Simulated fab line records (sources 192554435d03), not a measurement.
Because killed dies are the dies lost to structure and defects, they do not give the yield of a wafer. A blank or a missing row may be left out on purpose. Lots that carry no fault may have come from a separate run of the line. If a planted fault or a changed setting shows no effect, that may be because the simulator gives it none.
Split-lot study -- flow n5_finfet -- 21 wafers read from 7 lots, route of 1938 steps

## THE SPLIT
At N5_BEOL_M5_ETCH_72 (etches underlayer in N2/H2, target depth 6.5 nm, time 5.2 s), the setting bias_w was moved away from the recipe's 150 W on 5 of the 21 wafers read, by -14.0% to +15.5%. This setting was run at the recipe's value on the other wafers.

Reading taken at the split's own step.

## THE READING
rf_vpp_V, in V, at N5_BEOL_M5_ETCH_72 (etches underlayer in N2/H2, target depth 6.5 nm, time 5.2 s). A value of 523.9 V with a standard deviation of 3 V is what fault-free wafers of this fab line usually give.

wafer,"tool, chamber at the split","bias_w as run, W",against the recipe,"rf_vpp_V, V",against lot-mates on the recipe
L074.2,"rie_diel-05, 0",150,recipe,521.0,-
L074.3,"rie_diel-05, 2",150,recipe,526.2,-
L074.5,"rie_diel-05, 1",150,recipe,523.6,-
L078.3,"rie_diel-05, 1",150,recipe,523.1,-
L078.5,"rie_diel-05, 2",150,recipe,525.9,-
L078.6,"rie_diel-05, 1",150,recipe,522.0,-
L082.3,"rie_diel-02, 3",173.2,+15.5%,573.6,+52.4
L082.5,"rie_diel-02, 3",173.2,+15.5%,571.7,+50.5
L082.6,"rie_diel-02, 2",150,recipe,521.2,-
L085.1,"rie_diel-05, 2",158.9,+5.9%,543.6,+19.8
L085.2,"rie_diel-05, 0",150,recipe,523.7,-
L085.6,"rie_diel-05, 1",150,recipe,524.0,-
L090.2,"rie_diel-02, 2",150,recipe,521.1,-
L090.4,"rie_diel-02, 1",150,recipe,529.4,-
L090.5,"rie_diel-02, 3",150,recipe,522.3,-
L091.2,"rie_diel-06, 1",150,recipe,517.7,-
L091.3,"rie_diel-06, 3",129,-14.0%,478.4,-39.3
L091.5,"rie_diel-06, 1",129,-14.0%,470.3,-47.4
L094.3,"rie_diel-02, 0",150,recipe,526.9,-
L094.4,"rie_diel-02, 2",150,recipe,521.1,-
L094.5,"rie_diel-02, 2",150,recipe,520.7,-

FIT RESULTS
A straight line over all 21 wafers: rf_vpp_V changes by +3.34 V for each +1% of bias_w; r = +0.99; the points scatter about the line by 3 V.
The same after taking each lot's own level away (the mean of its wafers on the recipe; 21 wafers): +3.22 V for each +1%; r = +0.99; scatter 2.6 V.
That fit puts the effect of the largest move of bias_w on the reading at 50 V.
Measured against the standard deviation above, the lots' own levels, which go from 517.70 to 524.27 V, span 2.2 times it.
Hence the lot-to-lot level has little effect on the slope; both slopes agree.
Check: +49.3 V against its lot-mates is what the line predicts for one of the wafers moved furthest among these (+15.5%) when that wafer is left out of the fit. Against them it came out at +52.4 V.
Tool readings at the split's step, against how far the setting was moved: etch_rf_on_time_s r = -0.93; rf_vpp_V r = +0.99.

## OTHER SPLITS ON THESE WAFERS
Note: prior to the reading, these wafers also went through further splits. Each is held against what the fit with the lots' levels taken away leaves over:
other split on the same wafers,wafers away from the commonest value,r with rf_vpp_V (lot level and that fit taken away)
N5_BEOL_M4_ILD_DEP_00 time_s,7,+0.30
N5_BEOL_M4_COAT_62 spin_rpm,7,+0.03

## THE WHOLE CHAIN: every reading that the file lists as answering this split, in the file's order
step,what it does,reading,change (the file's fit),r (the file's)
N5_BEOL_M5_ETCH_72,"etches underlayer in N2/H2, target depth 6.5 nm, time 5.2 s",etch_rf_on_time_s,withheld for each +1% of the setting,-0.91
N5_BEOL_M5_ETCH_72,"etches underlayer in N2/H2, target depth 6.5 nm, time 5.2 s",rf_vpp_V,+3.23 V for each +1% of the setting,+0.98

## THE FILE'S OWN FIT
rf_vpp_V changes by +3.23 V for each +1% of bias_w, r = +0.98.
